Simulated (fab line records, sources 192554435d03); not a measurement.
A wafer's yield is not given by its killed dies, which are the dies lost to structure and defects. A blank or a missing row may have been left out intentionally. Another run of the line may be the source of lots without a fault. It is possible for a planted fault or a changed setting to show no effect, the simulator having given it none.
Matching of chambers :: flow n5 finfet :: N5_BEOL_M4_STRIP_19 on rie diel-03 has 4 sister chambers
The step strips in O2. 4 wafers are shown with their chamber, then 9 later ones without.

WAFERS, EACH WITH ITS CHAMBER
wafer: L094.5
chamber: 0
drypump motor current A (A): 5.7

wafer: L089.3
chamber: 1
drypump motor current A (A): 5.8

wafer: L089.5
chamber: 3
drypump motor current A (A): 5.4

wafer: L089.6
chamber: 2
drypump motor current A (A): 5.1

WAFERS WITHOUT THEIR CHAMBER
wafer: L090.1
drypump motor current A (A): 5.9

wafer: L090.3
drypump motor current A (A): 5.1

wafer: L090.6
drypump motor current A (A): 5.8

wafer: L093.2
drypump motor current A (A): 5.6

wafer: L093.3
drypump motor current A (A): 5.4

wafer: L093.6
drypump motor current A (A): 5.1

wafer: L096.1
drypump motor current A (A): 5.9

wafer: L096.4
drypump motor current A (A): 5.1

wafer: L096.5
drypump motor current A (A): 5.1

CHAMBER TAKEN BY EACH
wafer: L090.1
from the rows above: can't be placed: 1 or 0
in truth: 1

wafer: L090.3
from the rows above: 2
in truth: 2

wafer: L090.6
from the rows above: can't be placed: 1 or 0
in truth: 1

wafer: L093.2
from the rows above: can't be placed: 0 or 3 or 1
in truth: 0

wafer: L093.3
from the rows above: 3
in truth: 3

wafer: L093.6
from the rows above: 2
in truth: 2

wafer: L096.1
from the rows above: can't be placed: 1 or 0
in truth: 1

wafer: L096.4
from the rows above: 2
in truth: 2

wafer: L096.5
from the rows above: 2
in truth: 2
5 of 9 placed correctly. Not placeable from these rows: 4 (in 4, the candidates include the true chamber). Wrongly placed: 0.
How it was worked out, from the rows above alone: a wafer's distance from a chamber is the root of the sum, over the readings, of the square of ((its reading less the chamber's mean) divided by the reading's scatter). If the next closest chamber is less than 2 further off than the closest, the wafer can't be placed; otherwise it belongs to the closest. The mean given for a chamber averages the wafers shown for that chamber. The scatter (one wafer shown for each chamber): square how far every hidden wafer sits from the nearest shown wafer, average those squares and take the square root.
